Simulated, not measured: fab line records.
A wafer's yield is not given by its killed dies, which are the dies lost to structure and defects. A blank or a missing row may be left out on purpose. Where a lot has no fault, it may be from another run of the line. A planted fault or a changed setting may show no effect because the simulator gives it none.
fab line records | flow n5Finfet
record: lots: 7 wafers: 21
route steps=1938 shown MOL_CONTACT_COAG@605 BEOL_M0@726 BEOL_M1@756 BEOL_M2@869 BEOL_M3@936 BEOL_M5@1140
startH: hours from the record's opening day to when the first of the lot's shown wafers began | waitH: hours elapsed since this lot's preceding step | " repeats the value in the row above | L1.1+2: several wafers, shown together as one row | - no value, or no start given | * or withheld: withheld | < > ~ a bound
route shown NAME@n: names a module that has steps shown in the file, with the first one's number in the route | usual: average and standard deviation across the fault-free wafers | same: alike in all rows | chamber/n: place in a boat | sites: each site's reading | _std_site: standard deviation of those values | _edge_site: inner sites' mean taken away from outer sites' mean | radiusMm: how far each site lies from the wafer's centre | mask NAME#n: copy n | behind: tool/chamber where the wafer was last shaped | hold: why the lot went on hold/how many hours it stayed there/how the hold came to an end | device: whichever transistor did not switch (one of n, p or np) | end of line: tests run on the same wafers once the route is complete | a step without rows: its recipe alone | killed: dies lost to structure and defects at the first sort, not the wafer's yield | map: shows each die of a wafer: x if killed, . if not, _ if none is there
set.NAME: the setting that was run; set.NAME@STEP: the one run at that earlier step | model.NAME: the simulator's own value behind a step, which no gauge read
lots with deliberately changed settings; one table per step, one row per wafer
== steps ==
step: N5_MOL_CONTACT_COAG_DESCUM_45
recipe: chemistry: O2 timeS: 7 sourcePowerW: 50 biasPowerW: 20 pressureMtorr: 20 rfFrequencyHz: 2.712e+07 tempC: 40 resist: CAR-EUV o2FlowSccm: 225
columns lot.wafer tool chamber startH waitH set.timeS model.CAR-EUV_of_MOL_CONTACT_COAG_COAT_34.thkNm
L081.1+2 rieDiel-01 2,1 142.93 0.1 7 36.2
L081.3 " 0 " " 7 36.4
L082.2+4 rieDiel-01 3,1 146.47 0.2 7 36.2
L082.6 " 2 " " 7 36
L083.2+3 rieDiel-01 1,0 155.07 0.0 7 36
L083.6 " 0 " " 7 36.2
L085.1+5 rieDiel-01 0,1 169.54 0.3 7 36.2
L085.2 " 1 " " 5.468 37
L087.3 rieDiel-02 2 178.08 0.0 8.103 35.6
L087.4+5 " 0,2 " " 7 36.4
L091.1+6 rieDiel-06 0,2 206.12 0.2 7 36.4
L091.2 " 3 " " 7 36.2
L093.3+4+5 rieDiel-06 0,2,2 213.78 0.1 7 36
step: N5_MOL_CONTACT_COAG_ETCH_65
recipe: chemistry: N2/H2 target: underlayer targetDepthA: 130 maskMaterial: CAR-EUV timeS: 10.4 ionEnergyEv: 200 pressureMtorr: 30 sourceW: 840 biasW: 150 n2FlowSccm: 200 h2FlowSccm: 200 ends: cleared
columns lot.wafer tool chamber startH waitH set.timeS@MOL_CONTACT_COAG_DESCUM_45 model.CAR-EUV_of_MOL_CONTACT_COAG_COAT_34.thkNm
L081.1+2 rieDiel-01 2,1 142.97 0.0 7 24.6
L081.3 " 0 " " 7 24.8
L082.2 rieDiel-01 3 146.51 0.0 7 25
L082.4+6 " 1,2 " " 7 24.6
L083.2+3+6 rieDiel-01 1,0,0 155.10 0.0 7 24.6
L085.1+5 rieDiel-01 0,1 169.58 0.0 7 24.6
L085.2 " 1 " " 5.468 25.6
L087.3 rieDiel-02 2 178.11 0.0 8.103 24.2
L087.4+5 " 0,2 " " 7 24.8
L091.1+6 rieDiel-06 0,2 206.16 0.0 7 24.8
L091.2 " 3 " " 7 24.6
L093.3 rieDiel-06 0 213.81 0.0 7 24.6
L093.4+5 " 2 " " 7 24.4
step: N5_MOL_CONTACT_COAG_ETCH_66
recipe: chemistry: CF4 target: SiARC targetDepthA: 130 maskMaterial: CAR-EUV timeS: 21.7 ionEnergyEv: 80 pressureMtorr: 40 sourceW: 545 biasW: 36 Ar_flow_sccm: 100 cf4FlowSccm: 100 ends: cleared
columns lot.wafer tool chamber startH waitH set.timeS@MOL_CONTACT_COAG_DESCUM_45 model.CAR-EUV_of_MOL_CONTACT_COAG_COAT_34.thkNm
L081.1+2+3 rieDiel-01 2,1,0 142.99 0.0 7 17
L082.2 rieDiel-01 3 146.53 0.0 7 17.2
L082.4 " 1 " " 7 17
L082.6 " 2 " " 7 16.8
L083.2+3+6 rieDiel-01 1,0,0 155.12 0.0 7 16.8
L085.1+5 rieDiel-01 0,1 169.60 0.0 7 16.8
L085.2 " 1 " " 5.468 17.8
L087.3 rieDiel-02 2 178.13 0.0 8.103 16.4
L087.4+5 " 0,2 " " 7 17.2
L091.1 rieDiel-06 0 206.18 0.0 7 17.2
L091.2+6 " 3,2 " " 7 17
L093.3 rieDiel-06 0 213.83 0.0 7 17
L093.4+5 " 2 " " 7 16.8
step: N5_MOL_CONTACT_COAG_ALD_133
recipe: material: SiO2 targetThkA: 50 tempC: 100 aldPrecursorFamily: BDEAS aldCoReactant: O2-plasma pulseTimeS: 1 coReactantPulseTimeS: 1 purgeTimeS: 2 coReactantPurgeTimeS: 2 aldCycles: 35 pressureTorr: 2
step: N5_MOL_CONTACT_COAG_ETCHBACK_134
recipe: chemistry: CHF3 target: SiO2 targetDepthA: 100 timeS: 6.7 ionEnergyEv: 200 pressureMtorr: 30 sourceW: 610 biasW: 170 Ar_flow_sccm: 200 CHF3_flow_sccm: 50
columns lot.wafer tool chamber startH waitH set.timeS@MOL_CONTACT_COAG_DESCUM_45 model.CAR-EUV_of_MOL_CONTACT_COAG_COAT_34.thkNm
L081.1+2+3 rieDiel-02 1,3,0 143.32 0.2 7 15.6
L082.2 rieDiel-02 0 146.97 0.3 7 15.8
L082.4 " 2 " " 7 15.6
L082.6 " 2 " " 7 15.4
L083.2+3+6 rieDiel-06 0,1,3 155.38 0.1 7 15.4
L085.1+5 rieDiel-02 3,1 169.86 0.1 7 15.4
L085.2 " 0 " " 5.468 16.2
L087.3 rieDiel-02 0 178.39 0.1 8.103 15
L087.4 " 2 " " 7 15.6
L087.5 " 0 " " 7 15.8
L091.1 rieDiel-01 3 206.61 0.1 7 15.8
L091.2+6 " 2,3 " " 7 15.6
L093.3+4+5 rieDiel-02 0,3,0 214.16 0.2 7 15.4
step: N5_MOL_CONTACT_COAG_VIA_ETCH_117
recipe: chemistry: C4F6/O2 targetDepthA: 400 overetchA: 80 maskMaterial: SOC target: SiO2 biasW: 455 pressureMtorr: 10 timeS: 26 sourceW: 325 Ar_flow_sccm: 300 C4F6_flow_sccm: 10 O2_flow_sccm: 10 ionEnergyEv: 575.3 ends: endPoint
usual: rfVppV: 1569/30
columns lot.wafer tool chamber startH waitH set.biasW rfVppV
L081.1 rieDiel-02 1 143.48 0.0 455 1541
L081.2 " 3 " " 455 1559
L081.3 " 0 " " 455 1553
L082.2 rieDiel-02 0 147.12 0.0 455 1553
L082.4 " 2 " " 455 1625
L082.6 " 2 " " 455 1627
L083.2 rieDiel-06 0 155.54 0.0 455 1576
L083.3 " 1 " " 455 1592
L083.6 " 3 " " 418.3 1462
L085.1 rieDiel-02 3 170.02 0.0 525.3 1735
L085.2 " 0 " " 525.3 1726
L085.5 " 1 " " 525.3 1716
L087.3 rieDiel-02 0 178.55 0.0 455 1552
L087.4 " 2 " " 455 1627
L087.5 " 0 " " 455 1553
L091.1 rieDiel-01 3 206.76 0.0 455 1623
L091.2 " 2 " " 455 1575
L091.6 " 3 " " 455 1625
L093.3 rieDiel-02 0 214.32 0.0 376 1345
L093.4 " 3 " " 376 1350
L093.5 " 0 " " 455 1552
step: N5_BEOL_M0_ETCH_109
recipe: chemistry: CH3F/O2 targetDepthA: 80 overetchA: 24 target: SiCN timeS: 27.4 ionEnergyEv: 120 pressureMtorr: 30 sourceW: 395 biasW: 75 Ar_flow_sccm: 150 CH3F_flow_sccm: 30 O2_flow_sccm: 20
usual: rfVppV: 297.4/1.6
columns lot.wafer tool chamber startH waitH set.biasW rfVppV
L081.1 rieDiel-01 3 157.18 0.0 75 297.1
L081.2 " 0 " " 64.47 268.6
L081.3 " 1 " " 64.47 268.6
L082.2 rieDiel-02 2 160.29 0.0 75 297.3
L082.4 " 0 " " 75 297.9
L082.6 " 2 " " 75 297.3
L083.2 rieDiel-01 1 169.07 0.0 75 295.2
L083.3 " 2 " " 80.29 312.2
L083.6 " 0 " " 75 296.4
L085.1 rieDiel-02 3 188.56 0.1 87.9 328.7
L085.2 " 1 " " 87.9 326.8
L085.5 " 2 " " 75 298.0
L087.3 rieDiel-02 3 194.15 0.0 80.23 309.3
L087.4 " 2 " " 80.23 310.9
L087.5 " 1 " " 75 295.1
L091.1 rieDiel-02 1 221.08 0.0 67.81 276.4
L091.2 " 0 " " 67.81 282.3
L091.6 " 2 " " 75 297.5
L093.3 rieDiel-02 3 230.40 1.9 75 297.7
L093.4 " 2 " " 85.42 323.9
L093.5 " 0 " " 75 300.2
step: N5_BEOL_M1_COAT_62
recipe: resist: SiARC tempC: 220 timeS: 60 spinRpm: 1500 resistThkNm: 12
columns lot.wafer tool chamber startH waitH set.spinRpm model.SiARC_of_BEOL_M1_COAT_62.thkNm
L081.1+2+3 lithoTrack-02 0 - - 1500 12
L082.2+4+6 lithoTrack-01 0 - - 1500 12
L083.2+6 lithoTrack-02 0 - - 1500 12
L083.3 " 0 " " 1665 11.4
L085.1 lithoTrack-01 0 - - 1427 12.4
L085.2 " 0 " " 1500 12
L085.5 " 0 " " 1427 12.2
L087.3+4 lithoTrack-02 0 - - 1500 12
L087.5 " 0 " " 1566 11.8
L091.1+2+6 lithoTrack-01 0 - - 1500 12
L093.3 lithoTrack-01 0 - - 1500 12
L093.4+5 " 0 " " 1396 12.4
step: N5_BEOL_M1_COAT_05
recipe: resist: CAR-EUV spinRpm: 1500 resistThkNm: 30
columns lot.wafer tool chamber startH waitH set.spinRpm
L081.1+2+3 lithoTrack-02 0 - - 1500
L082.2+4+6 lithoTrack-01 0 - - 1500
L083.2+3+6 lithoTrack-02 0 - - 1500
L085.1+2+5 lithoTrack-01 0 - - 1500
L087.3+5 lithoTrack-02 0 - - 1500
L087.4 " 0 " " 1409
L091.1+2+6 lithoTrack-01 0 - - 1500
L093.3+4+5 lithoTrack-01 0 - - 1500
step: N5_BEOL_M1_EBR_07
recipe: solvent: PGMEA ebrWidthMm: 1.5
step: N5_BEOL_M1_SOFTBAKE_06
recipe: tempC: 110 timeS: 60 resist: CAR-EUV
step: N5_BEOL_M1_DESCUM_16
recipe: chemistry: O2 timeS: 7 sourcePowerW: 50 biasPowerW: 20 pressureMtorr: 20 rfFrequencyHz: 2.712e+07 tempC: 40 resist: CAR-EUV o2FlowSccm: 225
step: N5_BEOL_M1_ETCH_74
recipe: chemistry: N2/H2 target: underlayer targetDepthA: 65 maskMaterial: CAR-EUV timeS: 5.2 ionEnergyEv: 200 pressureMtorr: 30 sourceW: 840 biasW: 150 n2FlowSccm: 200 h2FlowSccm: 200 ends: cleared
step: N5_BEOL_M1_ETCH_63
recipe: chemistry: CF4 target: SiARC targetDepthA: 156 maskMaterial: CAR-EUV timeS: 26 ionEnergyEv: 80 pressureMtorr: 40 sourceW: 545 biasW: 36 Ar_flow_sccm: 100 cf4FlowSccm: 100 ends: cleared
columns lot.wafer tool chamber startH waitH set.spinRpm@BEOL_M1_COAT_62 model.etch.depthNm
L081.1+3 rieDiel-05 3,2 164.39 0.0 1500 12.02
L081.2 " 1 " " 1500 12
L082.2+6 rieDiel-03 3,1 169.42 0.0 1500 12.03
L082.4 " 2 " " 1500 12.02
L083.2 rieDiel-04 0 173.81 0.0 1500 11.9
L083.3 " 3 " " 1665 11.33
L083.6 " 3 " " 1500 11.94
L085.1 rieDiel-03 1 194.86 0.0 1427 12.32
L085.2 " 0 " " 1500 12.04
L085.5 " 0 " " 1427 12.3
L087.3 rieDiel-05 3 198.62 0.0 1500 12.01
L087.4 " 0 " " 1500 12.03
L087.5 " 3 " " 1566 11.76
L091.1+6 rieDiel-04 1,2 227.44 0.0 1500 12
L091.2 " 2 " " 1500 11.95
L093.3 rieDiel-03 0 233.39 0.0 1500 11.99
L093.4 " 3 " " 1396 12.45
L093.5 " 3 " " 1396 12.46
step: N5_BEOL_M1_ETCH_64
recipe: chemistry: N2/H2 target: SOC targetDepthA: 750 overetchA: 150 maskMaterial: SiARC tempC: 40 timeS: 112.5 ionEnergyEv: 200 pressureMtorr: 30 sourceW: 840 biasW: 150 n2FlowSccm: 200 h2FlowSccm: 200
columns lot.wafer tool chamber startH waitH set.spinRpm@BEOL_M1_COAT_62 model.SiARC_of_BEOL_M1_COAT_62.thkNm
L081.1+3 rieDiel-05 3,2 164.41 0.0 1500 6.8
L081.2 " 1 " " 1500 7
L082.2+4+6 rieDiel-03 3,2,1 169.44 0.0 1500 6.8
L083.2+6 rieDiel-04 0,3 173.84 0.0 1500 6.8
L083.3 " 3 " " 1665 6.2
L085.1 rieDiel-03 1 194.88 0.0 1427 7.2
L085.2 " 0 " " 1500 6.8
L085.5 " 0 " " 1427 7
L087.3 rieDiel-05 3 198.65 0.0 1500 7
L087.4 " 0 " " 1500 6.8
L087.5 " 3 " " 1566 6.6
L091.1+2+6 rieDiel-04 1,2,2 227.46 0.0 1500 7
L093.3 rieDiel-03 0 233.42 0.0 1500 6.6
L093.4+5 " 3 " " 1396 7
step: N5_BEOL_M2_COAT_76
recipe: resist: underlayer tempC: 205 timeS: 60 spinRpm: 1500 resistThkNm: 5
columns lot.wafer tool chamber startH waitH set.spinRpm
L081.1 lithoTrack-02 0 - - 1657
L081.2+3 " 0 " " 1500
L082.2+4+6 lithoTrack-02 0 - - 1500
L083.2+6 lithoTrack-02 0 - - 1656
L083.3 " 0 " " 1500
L085.1+2+5 lithoTrack-03 0 - - 1377
L087.3+4+5 lithoTrack-04 0 - - 1500
L091.1+2+6 lithoTrack-03 0 - - 1500
L093.3+4+5 lithoTrack-02 0 - - 1500
step: N5_BEOL_M2_COAT_22
recipe: resist: CAR-EUV spinRpm: 1500 resistThkNm: 30
columns lot.wafer tool chamber startH waitH set.spinRpm model.CAR-EUV_of_BEOL_M2_COAT_22.thkNm
L081.1+2 lithoTrack-02 0 - - 1396 31.2
L081.3 " 0 " " 1500 30
L082.2+4+6 lithoTrack-02 0 - - 1500 30
L083.2+3+6 lithoTrack-02 0 - - 1545 29.4
L085.1 lithoTrack-03 0 - - 1610 28.8
L085.2 " 0 " " 1500 30
L085.5 " 0 " " 1500 29.8
L087.3+4 lithoTrack-04 0 - - 1500 30
L087.5 " 0 " " 1438 30.6
L091.1+2+6 lithoTrack-03 0 - - 1609 29
L093.3 lithoTrack-02 0 - - 1500 30
L093.4+5 " 0 " " 1373 31.4
step: N5_BEOL_M2_EBR_24
recipe: solvent: PGMEA ebrWidthMm: 1.5
step: N5_BEOL_M2_SOFTBAKE_23
recipe: tempC: 110 timeS: 60 resist: CAR-EUV
step: N5_BEOL_M2_EXPOSE_25
recipe: maskId: V1 na: 0.33 sourceShape: quasar sigmaInner: 0.2 sigmaOuter: 0.8 polarization: unpolarized defocusNm: 5 doseMj: 63
step: N5_BEOL_M2_PEB_26
recipe: pebTempC: 100 pebTimeS: 60 resist: CAR-EUV
step: N5_BEOL_M2_DEVELOP_27
recipe: developTimeS: 30 developer: TMAH resist: CAR-EUV rinseLiquid: surfactantRinse dry: airSpin devTempC: 23
columns lot.wafer tool chamber startH waitH set.spinRpm@BEOL_M2_COAT_22 model.CAR-EUV_of_BEOL_M2_COAT_22.thkNm
L081.1 lithoTrack-04 0 - - 1396 30.8
L081.2 " 0 " " 1396 30.6
L081.3 " 0 " " 1500 29.6
L082.2+4 lithoTrack-03 0 - - 1500 29.6
L082.6 " 0 " " 1500 29.4
L083.2+3+6 lithoTrack-02 0 - - 1545 29
L085.1 lithoTrack-02 0 - - 1610 28.4
L085.2+5 " 0 " " 1500 29.4
L087.3+4 lithoTrack-02 0 - - 1500 29.6
L087.5 " 0 " " 1438 30.2
L091.1+2 lithoTrack-03 0 - - 1609 28.4
L091.6 " 0 " " 1609 28.6
L093.3 lithoTrack-02 0 - - 1500 29.6
L093.4+5 " 0 " " 1373 30.8
step: N5_BEOL_M2_DESCUM_33
recipe: chemistry: O2 timeS: 7 sourcePowerW: 50 biasPowerW: 20 pressureMtorr: 20 rfFrequencyHz: 2.712e+07 tempC: 40 resist: CAR-EUV o2FlowSccm: 225
columns lot.wafer tool chamber startH waitH set.spinRpm@BEOL_M2_COAT_22 model.CAR-EUV_of_BEOL_M2_COAT_22.thkNm
L081.1+2 rieDiel-01 1,0 177.47 0.0 1396 27.2
L081.3 " 2 " " 1500 26.2
L082.2+6 rieDiel-01 0,1 182.50 0.1 1500 26
L082.4 " 3 " " 1500 26.2
L083.2+3+6 rieDiel-02 2,0,1 183.35 0.0 1545 25.4
L085.1 rieDiel-02 0 206.21 0.0 1610 24.8
L085.2 " 2 " " 1500 26
L085.5 " 0 " " 1500 25.8
L087.3+4 rieDiel-02 3,0 206.55 0.0 1500 26
L087.5 " 2 " " 1438 26.6
L091.1+2+6 rieDiel-01 0,2,3 236.00 0.1 1609 25
L093.3 rieDiel-06 3 243.70 0.0 1500 26
L093.4+5 " 1,3 " " 1373 27.4
step: N5_BEOL_M2_ETCH_77
recipe: chemistry: N2/H2 target: underlayer targetDepthA: 65 maskMaterial: CAR-EUV timeS: 5.2 ionEnergyEv: 200 pressureMtorr: 30 sourceW: 840 biasW: 150 n2FlowSccm: 200 h2FlowSccm: 200 ends: cleared
columns lot.wafer tool chamber startH waitH set.spinRpm@BEOL_M2_COAT_76 set.spinRpm@BEOL_M2_COAT_22 model.CAR-EUV_of_BEOL_M2_COAT_22.thkNm model.etch.depthNm
L081.1 rieDiel-01 1 177.50 0.0 1657 1396 21.8 4.743
L081.2 " 0 " " 1500 1396 21.4 5.003
L081.3 " 2 " " 1500 1500 20.4 5.004
L082.2 rieDiel-01 0 182.53 0.0 1500 1500 20.2 4.99
L082.4 " 3 " " 1500 1500 20.6 4.987
L082.6 " 1 " " 1500 1500 20.4 4.985
L083.2 rieDiel-02 2 183.39 0.0 1656 1545 20 4.758
L083.3 " 0 " " 1500 1545 19.8 5.007
L083.6 " 1 " " 1656 1545 20 4.749
L085.1 rieDiel-02 0 206.24 0.0 1377 1610 18.8 5.238
L085.2 " 2 " " 1377 1500 20 5.239
L085.5 " 0 " " 1377 1500 19.8 5.235
L087.3 rieDiel-02 3 206.58 0.0 1500 1500 20.2 5.016
L087.4 " 0 " " 1500 1500 20.2 5.013
L087.5 " 2 " " 1500 1438 21 5.016
L091.1 rieDiel-01 0 236.04 0.0 1500 1609 19.2 5.029
L091.2 " 2 " " 1500 1609 19.2 5.012
L091.6 " 3 " " 1500 1609 19.4 5.022
L093.3 rieDiel-06 3 243.73 0.0 1500 1500 20.2 5.004
L093.4 " 1 " " 1500 1373 21.6 5.018
L093.5 " 3 " " 1500 1373 21.6 5.015
step: N5_BEOL_M3_COAT_62
recipe: resist: SiARC tempC: 220 timeS: 60 spinRpm: 1500 resistThkNm: 12
columns lot.wafer tool chamber startH waitH set.spinRpm model.SiARC_of_BEOL_M3_COAT_62.thkNm
L081.1+2+3 lithoTrack-03 0 - - 1500 12
L083.2+6 lithoTrack-03 0 - - 1500 12
L083.3 " 0 " " 1619 11.6
L082.2+4+6 lithoTrack-05 0 - - 1500 12
L085.1 lithoTrack-01 0 - - 1500 12
L085.2+5 " 0 " " 1618 11.6
L087.3+4+5 lithoTrack-01 0 - - 1500 12
L091.1+2+6 lithoTrack-05 0 - - 1500 12
L093.3+4 lithoTrack-05 0 - - 1421 12.4
L093.5 " 0 " " 1500 12
step: N5_BEOL_M3_COAT_73
recipe: resist: underlayer tempC: 205 timeS: 60 spinRpm: 1500 resistThkNm: 5
step: N5_BEOL_M3_COAT_05
recipe: resist: CAR-EUV spinRpm: 1500 resistThkNm: 30
step: N5_BEOL_M3_DESCUM_16
recipe: chemistry: O2 timeS: 7 sourcePowerW: 50 biasPowerW: 20 pressureMtorr: 20 rfFrequencyHz: 2.712e+07 tempC: 40 resist: CAR-EUV o2FlowSccm: 225
step: N5_BEOL_M3_ETCH_74
recipe: chemistry: N2/H2 target: underlayer targetDepthA: 65 maskMaterial: CAR-EUV timeS: 5.2 ionEnergyEv: 200 pressureMtorr: 30 sourceW: 840 biasW: 150 n2FlowSccm: 200 h2FlowSccm: 200 ends: cleared
step: N5_BEOL_M3_ETCH_63
recipe: chemistry: CF4 target: SiARC targetDepthA: 156 maskMaterial: CAR-EUV timeS: 26 ionEnergyEv: 80 pressureMtorr: 40 sourceW: 545 biasW: 36 Ar_flow_sccm: 100 cf4FlowSccm: 100 ends: cleared
columns lot.wafer tool chamber startH waitH set.spinRpm@BEOL_M3_COAT_62 model.etch.depthNm
L081.1 rieDiel-05 0 185.83 0.0 1500 11.98
L081.2 " 1 " " 1500 12.01
L081.3 " 3 " " 1500 12.03
L083.2 rieDiel-05 3 189.69 0.0 1500 12
L083.3 " 2 " " 1619 11.57
L083.6 " 2 " " 1500 12.06
L082.2 rieDiel-04 1 192.67 0.0 1500 12.01
L082.4 " 2 " " 1500 12.03
L082.6 " 0 " " 1500 12.02
L085.1 rieDiel-03 2 218.02 0.0 1500 11.98
L085.2 " 1 " " 1618 11.57
L085.5 " 0 " " 1618 11.56
L087.3+4+5 rieDiel-03 0,3,1 218.66 0.0 1500 11.95
L091.1 rieDiel-05 3 248.11 0.0 1500 12.02
L091.2 " 1 " " 1500 11.97
L091.6 " 2 " " 1500 11.99
L093.3+4 rieDiel-03 3,1 261.39 0.0 1421 12.34
L093.5 " 0 " " 1500 12.02
step: N5_BEOL_M5_COAT_66
recipe: resist: SiARC tempC: 220 timeS: 60 spinRpm: 1500 resistThkNm: 12
columns lot.wafer tool chamber startH waitH set.spinRpm model.SiARC_of_BEOL_M5_COAT_66.thkNm
L081.1+2+3 lithoTrack-01 0 - - 1500 12
L083.2+3+6 lithoTrack-01 0 - - 1500 12
L082.2+4+6 lithoTrack-04 0 - - 1500 12
L085.1+2+5 lithoTrack-03 0 - - 1500 12
L087.3+4 lithoTrack-04 0 - - 1407 12.4
L087.5 " 0 " " 1500 12
L091.1+2+6 lithoTrack-04 0 - - 1500 12
L093.3+4 lithoTrack-01 0 - - 1500 12
L093.5 " 0 " " 1575 11.8
== key ==
split: step: N5_MOL_CONTACT_COAG_DESCUM_45 setting: timeS stated: 7 by: wafer
response: step: N5_MOL_CONTACT_COAG_DESCUM_45 reading: model.CAR-EUV_of_MOL_CONTACT_COAG_COAT_34.thkNm change: -0.0414 per: 1% r: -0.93
response: step: N5_MOL_CONTACT_COAG_ETCH_65 reading: model.CAR-EUV_of_MOL_CONTACT_COAG_COAT_34.thkNm change: -0.0431 per: 1% r: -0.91
response: step: N5_MOL_CONTACT_COAG_ETCH_66 reading: model.CAR-EUV_of_MOL_CONTACT_COAG_COAT_34.thkNm change: -0.0474 per: 1% r: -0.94
response: step: N5_MOL_CONTACT_COAG_ETCHBACK_134 reading: model.CAR-EUV_of_MOL_CONTACT_COAG_COAT_34.thkNm change: -0.0392 per: 1% r: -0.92
split: step: N5_MOL_CONTACT_COAG_VIA_ETCH_117 setting: biasW stated: 455 by: wafer
response: step: N5_MOL_CONTACT_COAG_VIA_ETCH_117 reading: rfVppV change: +12.4 per: 1% r: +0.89
split: step: N5_BEOL_M0_ETCH_109 setting: biasW stated: 75 by: wafer
response: step: N5_BEOL_M0_ETCH_109 reading: rfVppV change: +1.89 per: 1% r: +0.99
split: step: N5_BEOL_M1_COAT_62 setting: spinRpm stated: 1500 by: wafer
response: step: N5_BEOL_M1_COAT_62 reading: model.SiARC_of_BEOL_M1_COAT_62.thkNm change: -0.0552 per: 1% r: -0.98
response: step: N5_BEOL_M1_ETCH_63 reading: model.etch.depthNm change: -0.0572 per: 1% r: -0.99
response: step: N5_BEOL_M1_ETCH_64 reading: model.SiARC_of_BEOL_M1_COAT_62.thkNm change: -0.0573 per: 1% r: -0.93
split: step: N5_BEOL_M1_COAT_05 setting: spinRpm stated: 1500 by: wafer
response none clear
split: step: N5_BEOL_M2_COAT_76 setting: spinRpm stated: 1500 by: wafer
response: step: N5_BEOL_M2_ETCH_77 reading: model.etch.depthNm change: -0.0247 per: 1% r: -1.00
split: step: N5_BEOL_M2_COAT_22 setting: spinRpm stated: 1500 by: wafer
response: step: N5_BEOL_M2_COAT_22 reading: model.CAR-EUV_of_BEOL_M2_COAT_22.thkNm change: -0.161 per: 1% r: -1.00
response: step: N5_BEOL_M2_DEVELOP_27 reading: model.CAR-EUV_of_BEOL_M2_COAT_22.thkNm change: -0.145 per: 1% r: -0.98
response: step: N5_BEOL_M2_DESCUM_33 reading: model.CAR-EUV_of_BEOL_M2_COAT_22.thkNm change: -0.154 per: 1% r: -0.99
response: step: N5_BEOL_M2_ETCH_77 reading: model.CAR-EUV_of_BEOL_M2_COAT_22.thkNm change: -0.165 per: 1% r: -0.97
split: step: N5_BEOL_M3_COAT_62 setting: spinRpm stated: 1500 by: wafer
response: step: N5_BEOL_M3_COAT_62 reading: model.SiARC_of_BEOL_M3_COAT_62.thkNm change: -0.0552 per: 1% r: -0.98
response: step: N5_BEOL_M3_ETCH_63 reading: model.etch.depthNm change: -0.056 per: 1% r: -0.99
split: step: N5_BEOL_M5_COAT_66 setting: spinRpm stated: 1500 by: wafer
response: step: N5_BEOL_M5_COAT_66 reading: model.SiARC_of_BEOL_M5_COAT_66.thkNm change: -0.0549 per: 1% r: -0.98
